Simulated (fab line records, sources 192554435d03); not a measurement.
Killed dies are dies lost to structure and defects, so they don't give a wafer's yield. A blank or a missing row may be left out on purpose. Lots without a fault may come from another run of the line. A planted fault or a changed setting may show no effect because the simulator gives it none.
fab line records | flow n5_finfet
record lots=7 wafers=39
route steps=1938 shown MOL_CONTACT_COAG@531
start_h: hours from the record's first day to the start of the lot's first wafer shown | wait_h: hours since the lot's step before | " the same as in the row above | L1.1+2: a row that stands for several wafers | - no value, or no start given | * or withheld: withheld | < > ~ a bound
route shown NAME@n: a module of which the file shows steps, and the number in the route of the first | usual: mean/standard deviation of fault-free wafers | same: alike in all rows | chamber/n: place in a boat | sites: the reading at each site | _std_site: their standard deviation | _edge_site: outer sites' mean less inner sites' | radius_mm: how far each site lies from the wafer's centre | mask NAME#n: copy n | behind: the tool/chamber that last shaped the wafer | hold: why the lot was held/for how many hours/how that ended | device: the transistor (n, p or np) that didn't switch | end of line: the same wafers' tests at the end of the route | a step without rows: its recipe alone | killed: dies lost to structure and defects at the first sort, not the wafer's yield | map: a wafer's dies, x killed, . not, _ none there
set.NAME: the setting as run; set.NAME@STEP: as run at that earlier step | model.NAME: the simulator's own value behind a step, which no gauge read
lots whose settings were changed on purpose; a table a step, a row a wafer
## steps
# step N5_MOL_CONTACT_COAG_ETCH_105
# recipe chemistry=CF4 target=SiARC target_depth_a=156 mask_material=CAR-EUV time_s=26 ion_energy_ev=80 pressure_mtorr=40 source_w=545 bias_w=36 Ar_flow_sccm=100 cf4_flow_sccm=100 ends=cleared
# usual rf_vpp_V=184.3/1.1
# columns lot.wafer tool chamber start_h wait_h set.bias_w set.dose_mj@MOL_CONTACT_COAG_EXPOSE_05 rf_vpp_V model.MOL_CONTACT_COAG.cd_offset_nm
L074.1 rie_diel-03 3 85.60 0.0 38.44 38.25 191.4 0.2
L074.2 " 1 " " 36 37.37 182.2 -0.6
L074.3 " 2 " " 38.44 38.25 193.8 0.2
L074.4 " 0 " " 36 38.25 184.0 0
L074.5 " 3 " " 36 37.37 184.8 -0.4
L074.6 " 0 " " 38.44 37.37 191.3 -0.4
L076.1 rie_diel-04 1 97.64 0.0 36 38.25 185.3 -0.2
L076.2 " 2 " " 36 38.25 185.3 -0.4
L076.3 " 3 " " 36 38.25 182.5 0
L076.4 " 0 " " 37.88 38.25 192.0 -0.2
L076.5 " 1 " " 37.88 38.25 191.9 -0.2
L076.6 " 2 " " 37.88 38.25 190.5 -0.2
L079.1 rie_diel-03 1 118.33 0.0 36 38.25 182.9 0
L079.3 " 3 " " 36 38.25 185.9 0.2
L079.5 " 1 " " 36 38.25 184.5 0
L083.1 rie_diel-06 0 145.58 0.0 36 36.54 184.7 -0.8
L083.2 " 3 " " 36 36.54 184.7 -0.8
L083.3 " 2 " " 36 38.25 181.9 0
L083.4 " 1 " " 36 38.25 183.3 0.2
L083.5 " 2 " " 36 36.54 184.0 -0.8
L083.6 " 3 " " 36 38.25 184.8 0.4
L089.1 rie_diel-06 1 177.53 0.0 36 38.25 183.4 -0.2
L089.2 " 2 " " 36 36.12 184.2 -1.6
L089.3 " 0 " " 40.04 38.25 194.6 0.2
L089.4 " 3 " " 40.04 38.25 198.5 0
L089.5 " 2 " " 36 36.12 182.5 -1.6
L089.6 " 3 " " 40.04 36.12 197.7 -1.4
L094.1 rie_diel-03 2 206.95 0.0 36 39.54 185.1 0.4
L094.2 " 0 " " 36 38.25 183.5 0
L094.3 " 3 " " 36 39.54 186.0 0.6
L094.4 " 1 " " 36 38.25 183.0 0
L094.5 " 2 " " 36 39.54 185.6 0.6
L094.6 " 1 " " 36 38.25 182.9 0
L096.1 rie_diel-04 3 225.03 0.0 36 38.25 185.2 0
L096.2 " 1 " " 36 38.25 185.1 -0.2
L096.3 " 0 " " 39.97 40.15 197.7 0.8
L096.4 " 2 " " 39.97 40.15 198.4 0.6
L096.5 " 3 " " 39.97 38.25 198.3 0
L096.6 " 2 " " 36 40.15 184.7 0.8
# step N5_MOL_CONTACT_COAG_ETCH_106
# recipe chemistry=N2/H2 target=SOC target_depth_a=800 overetch_a=160 mask_material=SiARC temp_c=40 time_s=120 ion_energy_ev=200 pressure_mtorr=30 source_w=840 bias_w=150 n2_flow_sccm=200 h2_flow_sccm=200
# columns lot.wafer tool chamber start_h wait_h set.dose_mj@MOL_CONTACT_COAG_EXPOSE_05 model.MOL_CONTACT_COAG.cd_offset_nm
L074.1 rie_diel-03 3 85.62 0.0 38.25 0.2
L074.2 " 1 " " 37.37 -0.8
L074.3 " 2 " " 38.25 0
L074.4 " 0 " " 38.25 0.4
L074.5 " 3 " " 37.37 -0.4
L074.6 " 0 " " 37.37 -0.2
L076.1+5 rie_diel-04 1 97.67 0.0 38.25 -0.4
L076.2+4 " 2,0 " " 38.25 -0.2
L076.3+6 " 3,2 " " 38.25 0
L079.1 rie_diel-03 1 118.37 0.0 38.25 -0.2
L079.3+5 " 3,1 " " 38.25 0.2
L083.1+5 rie_diel-06 0,2 145.60 0.0 36.54 -0.8
L083.2 " 3 " " 36.54 -1
L083.3 " 2 " " 38.25 0.2
L083.4+6 " 1,3 " " 38.25 0.4
L089.1+4 rie_diel-06 1,3 177.56 0.0 38.25 -0.2
L089.2+6 " 2,3 " " 36.12 -1.6
L089.3 " 0 " " 38.25 0
L089.5 " 2 " " 36.12 -1.8
L094.1 rie_diel-03 2 206.98 0.0 39.54 0.4
L094.2 " 0 " " 38.25 0.4
L094.3+5 " 3,2 " " 39.54 0.6
L094.4+6 " 1 " " 38.25 0
L096.1 rie_diel-04 3 225.06 0.0 38.25 0
L096.2+5 " 1,3 " " 38.25 -0.2
L096.3+6 " 0,2 " " 40.15 0.8
L096.4 " 2 " " 40.15 0.6
# step N5_MOL_CONTACT_COAG_STRIP_107
# recipe chemistry=N2/H2 temp_c=40 n2_flow_sccm=200 h2_flow_sccm=200 rf_frequency_hz=6e+07
# step N5_MOL_CONTACT_COAG_STRIP_108
# recipe chemistry=N2/H2 temp_c=40 n2_flow_sccm=200 h2_flow_sccm=200 rf_frequency_hz=6e+07
# step N5_MOL_CONTACT_COAG_STRIP_109
# recipe chemistry=C4F6/O2 resist=SiARC rf_frequency_hz=6e+07
# step N5_MOL_CONTACT_COAG_ETCH_15
# recipe chemistry=CH3F/O2 target=SiNx target_depth_a=70 mask_material=SOC stop_on=Si:P over_etch_frac=0.75 ion_energy_ev=120 pressure_mtorr=30 source_w=395 bias_w=73 Ar_flow_sccm=150 CH3F_flow_sccm=30 O2_flow_sccm=20
# step N5_MOL_CONTACT_COAG_ETCH_110
# recipe chemistry=CF4/O2 target=Si target_depth_a=25 time_s=8 pressure_mtorr=100 source_w=200 bias_w=12 ion_energy_ev=60 Ar_flow_sccm=100 cf4_flow_sccm=100 O2_flow_sccm=10
# columns lot.wafer tool chamber start_h wait_h set.dose_mj@MOL_CONTACT_COAG_EXPOSE_05 model.MOL_CONTACT_COAG.cd_offset_nm
L074.1 rie_diel-03 3 85.82 0.0 38.25 0.2
L074.2 " 1 " " 37.37 -0.8
L074.3 " 2 " " 38.25 -0.2
L074.4 " 0 " " 38.25 0.4
L074.5 " 3 " " 37.37 -0.4
L074.6 " 0 " " 37.37 -0.2
L076.1 rie_diel-04 1 97.87 0.0 38.25 -0.6
L076.2 " 2 " " 38.25 -0.2
L076.3+6 " 3,2 " " 38.25 0
L076.4+5 " 0,1 " " 38.25 -0.4
L079.1 rie_diel-03 1 118.66 0.1 38.25 -0.2
L079.3+5 " 3,1 " " 38.25 0.2
L083.1 rie_diel-06 0 145.80 0.0 36.54 -0.8
L083.2 " 3 " " 36.54 -1.2
L083.3 " 2 " " 38.25 0
L083.4 " 1 " " 38.25 0.2
L083.5 " 2 " " 36.54 -1
L083.6 " 3 " " 38.25 0.4
L089.1+4 rie_diel-06 1,3 177.75 0.0 38.25 -0.2
L089.2+5 " 2 " " 36.12 -1.8
L089.3 " 0 " " 38.25 0
L089.6 " 3 " " 36.12 -1.6
L094.1 rie_diel-03 2 207.17 0.0 39.54 0.4
L094.2 " 0 " " 38.25 0.4
L094.3 " 3 " " 39.54 0.8
L094.4 " 1 " " 38.25 -0.2
L094.5 " 2 " " 39.54 0.6
L094.6 " 1 " " 38.25 0
L096.1+5 rie_diel-04 3 225.25 0.0 38.25 0
L096.2 " 1 " " 38.25 -0.2
L096.3+4+6 " 0,2,2 " " 40.15 0.8
# step N5_MOL_CONTACT_COAG_STRIP_98
# recipe chemistry=N2/H2 power_w=500 temp_c=40 pressure_mtorr=50 rf_frequency_hz=6e+07 overash_fraction=0.3 bias_power_w=8 h2_frac=0.5 n2_flow_sccm=300 h2_flow_sccm=300
# step N5_MOL_CONTACT_COAG_CD_MEAS_99
# recipe target_cd_nm=17.2 polarity=opening
# usual cd_nm=17.2/0.31
# columns lot.wafer tool chamber start_h wait_h set.dose_mj@MOL_CONTACT_COAG_EXPOSE_05 cd_nm
L074.1 cd_sem-03 - 85.94 - 38.25 17.4
L074.2 " - " " 37.37 16.3
L074.3 " - " " 38.25 16.8
L074.4 " - " " 38.25 17.6
L074.5 " - " " 37.37 16.8
L074.6 " - " " 37.37 17.0
L076.1 cd_sem-03 - 97.99 - 38.25 16.2
L076.2 " - " " 38.25 16.7
L076.3 " - " " 38.25 16.9
L076.4 " - " " 38.25 16.9
L076.5 " - " " 38.25 16.9
L076.6 " - " " 38.25 17.0
L079.1 cd_sem-03 - 118.83 - 38.25 17.1
L079.3 " - " " 38.25 17.4
L079.5 " - " " 38.25 17.2
L083.1 cd_sem-02 - 145.92 - 36.54 16.6
L083.2 " - " " 36.54 16.3
L083.3 " - " " 38.25 16.9
L083.4 " - " " 38.25 17.8
L083.5 " - " " 36.54 16.3
L083.6 " - " " 38.25 17.4
L089.1 cd_sem-03 - 177.87 - 38.25 16.9
L089.2 " - " " 36.12 15.3
L089.3 " - " " 38.25 17.1
L089.4 " - " " 38.25 16.9
L089.5 " - " " 36.12 15.5
L089.6 " - " " 36.12 15.7
L094.1 cd_sem-02 - 207.29 - 39.54 17.5
L094.2 " - " " 38.25 17.6
L094.3 " - " " 39.54 18.1
L094.4 " - " " 38.25 16.8
L094.5 " - " " 39.54 18.3
L094.6 " - " " 38.25 17.4
L096.1 cd_sem-03 - 225.37 - 38.25 17.0
L096.2 " - " " 38.25 16.9
L096.3 " - " " 40.15 17.9
L096.4 " - " " 40.15 18.3
L096.5 " - " " 38.25 17.3
L096.6 " - " " 40.15 18.1
## key
split step=N5_MOL_CONTACT_COAG_ETCH_105 setting=bias_w stated=36 by=wafer
response step=N5_MOL_CONTACT_COAG_ETCH_105 reading=rf_vpp_V change=+1.22 per=1% r=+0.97
split outside_this_file step=N5_MOL_CONTACT_COAG_EXPOSE_05 setting=dose_mj
# split outside_this_file: this setting was split too, and the file shows its column; the key of that split is in another file
